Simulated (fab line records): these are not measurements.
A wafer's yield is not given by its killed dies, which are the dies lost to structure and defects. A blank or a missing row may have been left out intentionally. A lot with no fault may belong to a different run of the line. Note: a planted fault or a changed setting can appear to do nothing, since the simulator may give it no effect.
Chamber matching || flow nand_harc || 4 sister chambers for NHARC_P_M0_CMP_23 on cmp-03
The step polishes, t overpolish 20 s, target thk 117.54 nm. 20 wafers are shown with their chamber, then 10 later ones without.

== WAFERS WITH THEIR CHAMBER ==
{"wafer": "L082.2", "chamber": 2, "time_to_endpoint_s (s)": 26, "motor_current_A (A)": 11.1}
{"wafer": "L082.3", "chamber": 3, "time_to_endpoint_s (s)": 25, "motor_current_A (A)": 12.0}
{"wafer": "L082.6", "chamber": 2, "time_to_endpoint_s (s)": 26, "motor_current_A (A)": 11.9}
{"wafer": "L082.1", "chamber": 0, "time_to_endpoint_s (s)": 30, "motor_current_A (A)": 11.4}
{"wafer": "L082.4", "chamber": 1, "time_to_endpoint_s (s)": 26, "motor_current_A (A)": 12.5}
{"wafer": "L082.5", "chamber": 3, "time_to_endpoint_s (s)": 25, "motor_current_A (A)": 12.5}
{"wafer": "L083.2", "chamber": 0, "time_to_endpoint_s (s)": 30, "motor_current_A (A)": 11.2}
{"wafer": "L083.3", "chamber": 1, "time_to_endpoint_s (s)": 24, "motor_current_A (A)": 11.7}
{"wafer": "L083.6", "chamber": 3, "time_to_endpoint_s (s)": 25, "motor_current_A (A)": 12.0}
{"wafer": "L085.2", "chamber": 0, "time_to_endpoint_s (s)": 30, "motor_current_A (A)": 11.7}
{"wafer": "L085.3", "chamber": 3, "time_to_endpoint_s (s)": 26, "motor_current_A (A)": 11.8}
{"wafer": "L085.6", "chamber": 0, "time_to_endpoint_s (s)": 33, "motor_current_A (A)": 11.9}
{"wafer": "L089.2", "chamber": 2, "time_to_endpoint_s (s)": 22, "motor_current_A (A)": 11.6}
{"wafer": "L089.4", "chamber": 1, "time_to_endpoint_s (s)": 23, "motor_current_A (A)": 11.7}
{"wafer": "L089.5", "chamber": 3, "time_to_endpoint_s (s)": 24, "motor_current_A (A)": 12.4}
{"wafer": "L088.1", "chamber": 3, "time_to_endpoint_s (s)": 24, "motor_current_A (A)": 12.1}
{"wafer": "L088.3", "chamber": 2, "time_to_endpoint_s (s)": 27, "motor_current_A (A)": 12.2}
{"wafer": "L088.4", "chamber": 1, "time_to_endpoint_s (s)": 25, "motor_current_A (A)": 12.9}
{"wafer": "L093.2", "chamber": 3, "time_to_endpoint_s (s)": 27, "motor_current_A (A)": 12.4}
{"wafer": "L093.4", "chamber": 1, "time_to_endpoint_s (s)": 26, "motor_current_A (A)": 11.7}

SIGNATURES (averages over the wafers above)
{"reading": "time_to_endpoint_s", "chamber 0": 30.75, "chamber 1": 24.80, "chamber 2": 25.25, "chamber 3": 25.14, "scatter within a chamber": 1.48}
{"reading": "motor_current_A", "chamber 0": 11.550, "chamber 1": 12.100, "chamber 2": 11.700, "chamber 3": 12.171, "scatter within a chamber": 0.407}
Rule: a wafer's distance from a chamber is the root of the sum, over the readings, of the square of ((its reading less the chamber's mean) divided by the reading's scatter). The wafer belongs to the nearest chamber; if the next one is less than 2 further off, it can't be placed. The scatter: the root of (the sum of the squares of (reading less its chamber's mean) over the shown wafers, divided by (wafers less chambers)).

== WAFERS WITHOUT THEIR CHAMBER ==
{"wafer": "L093.6", "time_to_endpoint_s (s)": 26, "motor_current_A (A)": 11.7}
{"wafer": "L095.1", "time_to_endpoint_s (s)": 28, "motor_current_A (A)": 12.5}
{"wafer": "L095.2", "time_to_endpoint_s (s)": 28, "motor_current_A (A)": 12.5}
{"wafer": "L095.6", "time_to_endpoint_s (s)": 32, "motor_current_A (A)": 11.8}
{"wafer": "L095.3", "time_to_endpoint_s (s)": 27, "motor_current_A (A)": 12.1}
{"wafer": "L095.4", "time_to_endpoint_s (s)": 33, "motor_current_A (A)": 11.7}
{"wafer": "L095.5", "time_to_endpoint_s (s)": 29, "motor_current_A (A)": 12.1}
{"wafer": "L097.2", "time_to_endpoint_s (s)": 28, "motor_current_A (A)": 12.2}
{"wafer": "L097.3", "time_to_endpoint_s (s)": 27, "motor_current_A (A)": 12.2}
{"wafer": "L097.5", "time_to_endpoint_s (s)": 31, "motor_current_A (A)": 11.7}

== WHICH CHAMBER EACH WENT THROUGH ==
{"wafer": "L093.6", "from the rows above": "can't be placed: 2 or 1 or 3", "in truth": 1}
{"wafer": "L095.1", "from the rows above": "can't be placed: 3 or 1 or 2 or 0", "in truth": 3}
{"wafer": "L095.2", "from the rows above": "can't be placed: 3 or 1 or 2 or 0", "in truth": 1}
{"wafer": "L095.6", "from the rows above": 0, "in truth": 0}
{"wafer": "L095.3", "from the rows above": "can't be placed: 3 or 1 or 2 or 0", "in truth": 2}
{"wafer": "L095.4", "from the rows above": 0, "in truth": 0}
{"wafer": "L095.5", "from the rows above": "can't be placed: 0 or 3 or 2 or 1", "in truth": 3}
{"wafer": "L097.2", "from the rows above": "can't be placed: 3 or 1 or 2 or 0", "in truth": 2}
{"wafer": "L097.3", "from the rows above": "can't be placed: 3 or 1 or 2 or 0", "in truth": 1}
{"wafer": "L097.5", "from the rows above": 0, "in truth": 0}
3 of 10 placed correctly. From these rows, 7 cannot be placed; in 7 the true chamber is one of the candidates. Placed wrongly: 0.
